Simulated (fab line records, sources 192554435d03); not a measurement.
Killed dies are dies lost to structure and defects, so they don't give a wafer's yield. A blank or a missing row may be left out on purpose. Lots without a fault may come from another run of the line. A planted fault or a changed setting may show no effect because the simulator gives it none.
Which tool did it? | flow n5_finfet | 24 lots, 72 wafers sampled, at 3 steps of a route of 1938

WHAT THE GAUGES READ, wafer by wafer
N5_MOL_CONTACT_COAG_OVL_MEAS_41.
lot  | measured     | on         | VD_OVL (nm)
L074 | day 5 05:19  | overlay-02 | -0.5 -0.9 -0.6
L075 | day 5 15:16  | overlay-01 | -0.1 -0.9 -0.7
L076 | day 5 17:49  | overlay-02 | 0.7 0.9 0.9
L077 | day 6 00:11  | overlay-02 | -0.2 0.0 0.4
L078 | day 6 05:44  | overlay-01 | -0.1 0.5 0.0
L079 | day 6 18:43  | overlay-02 | -1.1 -0.7 -0.4
L080 | day 6 23:23  | overlay-01 | -0.2 0.9 0.5
L081 | day 7 03:20  | overlay-01 | 0.8 0.2 -0.7
L082 | day 7 06:50  | overlay-01 | -0.1 -0.2 0.0
L083 | day 7 10:15  | overlay-02 | 0.4 -1.0 -0.6
L084 | day 7 13:33  | overlay-01 | -0.2 -1.5 -1.6
L085 | day 7 22:26  | overlay-01 | 0.3 0.1 0.5
L086 | day 8 09:49  | overlay-01 | -0.7 1.1 0.4
L087 | day 8 05:30  | overlay-02 | 0.2 1.1 -0.5
L088 | day 8 19:09  | overlay-01 | 0.6 -0.2 0.9
L089 | day 9 05:19  | overlay-01 | -0.8 -1.0 0.3
L090 | day 9 14:15  | overlay-01 | -0.2 0.2 -0.7
L092 | day 9 15:26  | overlay-01 | -1.1 -0.7 0.5
L091 | day 9 16:40  | overlay-02 | -0.6 -1.6 0.3
L093 | day 9 22:53  | overlay-02 | 0.9 1.3 1.8
L094 | day 10 09:11 | overlay-02 | 0.0 -0.8 -0.5
L095 | day 10 22:46 | overlay-02 | -0.1 0.9 0.7
L097 | day 11 05:32 | overlay-02 | 0.0 -0.4 -0.4
L096 | day 11 10:21 | overlay-01 | -1.1 -1.0 -1.5

WHICH TOOL RAN EACH LOT (tool, then ch and the chambers of the sampled wafers, then the start)
lot  | N5_MOL_CONTACT_COAG_STRIP_98       | N5_MOL_CONTACT_COAG_ALD_27
L074 | rie_diel-02 ch 0,1,3, day 4 18:59  | ald_sin-03 ch 1,2, day 5 01:08
L075 | rie_diel-03 ch 0,1, day 5 00:37    | ald_sin-03 ch 1,2, day 5 09:20
L076 | rie_diel-02 ch 0,1, day 5 05:44    | ald_sin-02 ch 1,2,3, day 5 13:40
L077 | rie_diel-02 ch 0,2,3, day 5 13:18  | ald_sin-03 ch 1,2, day 5 19:13
L078 | rie_diel-02 ch 0,2,3, day 5 21:15  | ald_sin-01 ch 1,2,3, day 6 01:32
L079 | rie_diel-03 ch 1,2,3, day 6 09:26  | ald_sin-02 ch 0,1,2, day 6 14:20
L080 | rie_diel-03 ch 2,3, day 6 11:33    | ald_sin-01 ch 0,3, day 6 17:53
L081 | rie_diel-06 ch 1,3, day 6 16:51    | ald_sin-01 ch 0,1,2, day 6 22:44
L082 | rie_diel-06 ch 0,1,3, day 6 18:12  | ald_sin-02 ch 0,1,2, day 7 02:41
L083 | rie_diel-02 ch 0,1,3, day 7 00:02  | ald_sin-02 ch 0,2,3, day 7 06:07
L084 | rie_diel-06 ch 2,3, day 7 03:29    | ald_sin-01 ch 1,2, day 7 09:14
L085 | rie_diel-03 ch 1,2,3, day 7 11:25  | ald_sin-02 ch 0,1,2, day 7 18:09
L086 | rie_diel-02 ch 0,2,3, day 7 17:17  | ald_sin-01 ch 0,1, day 8 05:11
L087 | rie_diel-02 ch 0,3, day 7 21:02    | ald_sin-01 ch 1,2,3, day 8 01:08
L088 | rie_diel-03 ch 0,1,2, day 8 07:01  | ald_sin-01 ch 0,1, day 8 14:19
L089 | rie_diel-03 ch 1,2,3, day 8 16:37  | ald_sin-03 ch 0,1, day 9 00:59
L090 | rie_diel-06 ch 1,3, day 9 02:39    | ald_sin-02 ch 1,2,3, day 9 09:35
L092 | rie_diel-03 ch 1,2,3, day 9 04:32  | ald_sin-03 ch 0,1,2, day 9 11:25
L091 | rie_diel-03 ch 1,2,3, day 9 05:21  | ald_sin-01 ch 0,2,3, day 9 11:57
L093 | rie_diel-06 ch 1,2,3, day 9 11:47  | ald_sin-03 ch 0,1,2, day 9 18:39
L094 | rie_diel-03 ch 0,3, day 9 21:14    | ald_sin-03 ch 1,2, day 10 03:49
L095 | rie_diel-06 ch 0,1,2, day 10 08:38 | ald_sin-02 ch 0,2,3, day 10 18:02
L097 | rie_diel-02 ch 0,1,2, day 10 18:01 | ald_sin-01 ch 0,2, day 11 01:05
L096 | rie_diel-03 ch 0,1,3, day 10 21:34 | ald_sin-02 ch 1,2,3, day 11 04:49
- N5_MOL_CONTACT_COAG_STRIP_98: strips in N2/H2.
- N5_MOL_CONTACT_COAG_ALD_27: deposits SiOC, target thk 17 nm, pulse time 1.5 s, time 2720 s.

WHAT THE TOOLS THEMSELVES READ (means of the sampled wafers that have a number; where no wafer has one, the mark that the record gives instead)
N5_MOL_CONTACT_COAG_STRIP_98.
lot  | tool        | drypump_motor_current_A (A) | oes_product_au (a.u.) | rf_vpp_V (V) | showerhead_plenum_p_Torr (Torr) | throttle_valve_pct (%)
L074 | rie_diel-02 | 5.3                         | 0.83                  | 53.0         | 3.39                            | 18.9
L075 | rie_diel-03 | 6.0                         | 0.92                  | 55.2         | 3.48                            | 18.4
L076 | rie_diel-02 | 5.2                         | 0.86                  | 53.0         | 3.32                            | 19.0
L077 | rie_diel-02 | 5.3                         | 0.84                  | 55.2         | 3.40                            | 19.1
L078 | rie_diel-02 | 5.3                         | 0.83                  | 55.0         | 3.39                            | 19.1
L079 | rie_diel-03 | 5.9                         | 0.86                  | 52.9         | 3.41                            | 18.7
L080 | rie_diel-03 | 5.7                         | 0.85                  | 53.8         | 3.40                            | 18.4
L081 | rie_diel-06 | 6.0                         | 0.80                  | 53.2         | 3.34                            | 19.2
L082 | rie_diel-06 | 5.9                         | 0.82                  | 54.2         | 3.30                            | 19.0
L083 | rie_diel-02 | 5.3                         | 0.80                  | 55.0         | 3.38                            | 19.0
L084 | rie_diel-06 | 6.2                         | 0.80                  | 54.6         | 3.36                            | 19.1
L085 | rie_diel-03 | 5.9                         | 0.86                  | 53.0         | 3.40                            | 18.7
L086 | rie_diel-02 | 5.3                         | 0.81                  | 52.8         | 3.39                            | 19.1
L087 | rie_diel-02 | 5.4                         | 0.76                  | 53.7         | 3.45                            | 18.9
L088 | rie_diel-03 | 5.7                         | 0.87                  | 54.3         | 3.46                            | 18.3
L089 | rie_diel-03 | 5.9                         | 0.85                  | 54.8         | 3.40                            | 18.7
L090 | rie_diel-06 | 5.4                         | 0.75                  | 54.3         | 3.27                            | 19.1
L092 | rie_diel-03 | 5.9                         | 0.84                  | 53.6         | 3.40                            | 18.7
L091 | rie_diel-03 | 5.9                         | 0.83                  | 54.4         | 3.40                            | 18.7
L093 | rie_diel-06 | 5.6                         | 0.77                  | 53.5         | 3.28                            | 18.9
L094 | rie_diel-03 | 5.7                         | 0.80                  | 54.6         | 3.47                            | 18.5
L095 | rie_diel-06 | 5.5                         | 0.79                  | 54.1         | 3.23                            | 18.7
L097 | rie_diel-02 | 5.2                         | 0.81                  | 53.9         | 3.30                            | 19.3
L096 | rie_diel-03 | 5.9                         | 0.81                  | 54.1         | 3.43                            | 18.7

N5_MOL_CONTACT_COAG_ALD_27.
lot  | tool       | heater_power_w (W) | precursor_pulse_height_rel
L074 | ald_sin-03 | 778                | 1.010
L075 | ald_sin-03 | 781                | 0.992
L076 | ald_sin-02 | 891                | 0.980
L077 | ald_sin-03 | 795                | 1.021
L078 | ald_sin-01 | 756                | 0.986
L079 | ald_sin-02 | 929                | 0.989
L080 | ald_sin-01 | 866                | 1.009
L081 | ald_sin-01 | 882                | 1.002
L082 | ald_sin-02 | 924                | 1.017
L083 | ald_sin-02 | 935                | 0.996
L084 | ald_sin-01 | 822                | 0.990
L085 | ald_sin-02 | 915                | 0.987
L086 | ald_sin-01 | 925                | 0.995
L087 | ald_sin-01 | 775                | 0.994
L088 | ald_sin-01 | 872                | 0.989
L089 | ald_sin-03 | 846                | 1.022
L090 | ald_sin-02 | 895                | 0.986
L092 | ald_sin-03 | 854                | 0.982
L091 | ald_sin-01 | 818                | 1.030
L093 | ald_sin-03 | 852                | 0.995
L094 | ald_sin-03 | 785                | 0.990
L095 | ald_sin-02 | 937                | 0.975
L097 | ald_sin-01 | 895                | 1.009
L096 | ald_sin-02 | 897                | 0.995

THE ANSWER, worked out from the rows above alone
Rule: what is usual is taken from the lots themselves. Put in order of their means at a reading, lots are off if they are a third of the lots or fewer, leave a main group of 4 or more, and stand apart from it by a gap of 3 or more times the standard deviation of the main group's means; of several such gaps the widest counts. A main group whose means are all the same, to the digits that the tables above print for the reading, isn't used. A lot without any number at a reading at which 4 lots or more have one is off too. The other lots that the step has rows for count as sound. The gauges are gone through in route order, then the tools' own readings, and for those a lot's mean is taken as printed above. The first step at which some lot is off is used, and at that step the reading that is off furthest; a lot without a number counts as furthest.
No lot is off at any reading shown: from this, nothing can be told.

WHAT THE SIMULATOR HAD PUT IN
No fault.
